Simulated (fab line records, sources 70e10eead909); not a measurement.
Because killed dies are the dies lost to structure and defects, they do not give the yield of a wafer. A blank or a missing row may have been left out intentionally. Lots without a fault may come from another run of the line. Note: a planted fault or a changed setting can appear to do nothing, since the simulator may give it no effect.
Matching of chambers || flow nand harc || NHARC_A_WL_FILL_ETCHBACK_16 on rie diel-08: 4 sister chambers
The step etches the open film in C4F8/O2/Ar, target depth 88 nm, time 17.6 s. 4 wafers are shown with their chamber, then 8 later ones without.

## WAFERS, EACH WITH ITS CHAMBER
{"wafer": "L883.4", "chamber": 1, "rf vpp V (V)": 731}
{"wafer": "L894.2", "chamber": 3, "rf vpp V (V)": 717}
{"wafer": "L894.6", "chamber": 0, "rf vpp V (V)": 730}
{"wafer": "L902.1", "chamber": 2, "rf vpp V (V)": 726}

## WAFERS MISSING THEIR CHAMBER
{"wafer": "L902.2", "rf vpp V (V)": 717}
{"wafer": "L902.3", "rf vpp V (V)": 729}
{"wafer": "L903.2", "rf vpp V (V)": 724}
{"wafer": "L903.3", "rf vpp V (V)": 729}
{"wafer": "L903.6", "rf vpp V (V)": 718}
{"wafer": "L904.2", "rf vpp V (V)": 729}
{"wafer": "L904.3", "rf vpp V (V)": 730}
{"wafer": "L904.6", "rf vpp V (V)": 729}

## WHICH CHAMBER EACH ONE RAN IN
{"wafer": "L902.2", "from the rows above": 3, "in truth": 3}
{"wafer": "L902.3", "from the rows above": "can't be placed: 0 or 1 or 2", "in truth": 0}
{"wafer": "L903.2", "from the rows above": 2, "in truth": 2}
{"wafer": "L903.3", "from the rows above": "can't be placed: 0 or 1 or 2", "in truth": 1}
{"wafer": "L903.6", "from the rows above": 3, "in truth": 3}
{"wafer": "L904.2", "from the rows above": "can't be placed: 0 or 1 or 2", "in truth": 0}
{"wafer": "L904.3", "from the rows above": "can't be placed: 0 or 1", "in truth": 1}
{"wafer": "L904.6", "from the rows above": "can't be placed: 0 or 1 or 2", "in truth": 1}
Correctly placed: 3 of 8. From these rows, 5 cannot be placed; in 5 the true chamber is one of the candidates. Wrongly placed: 0.
How it was worked out, from the rows above alone: a wafer's distance from a chamber is the root of the sum, over the readings, of the square of ((its reading less the chamber's mean) divided by the reading's scatter). The wafer belongs to the nearest chamber; if the next one is less than 2 further off, it can't be placed. The mean given for a chamber averages the wafers shown for that chamber. The scatter (one wafer shown for each chamber): square how far every hidden wafer sits from the nearest shown wafer, average those squares and take the square root.
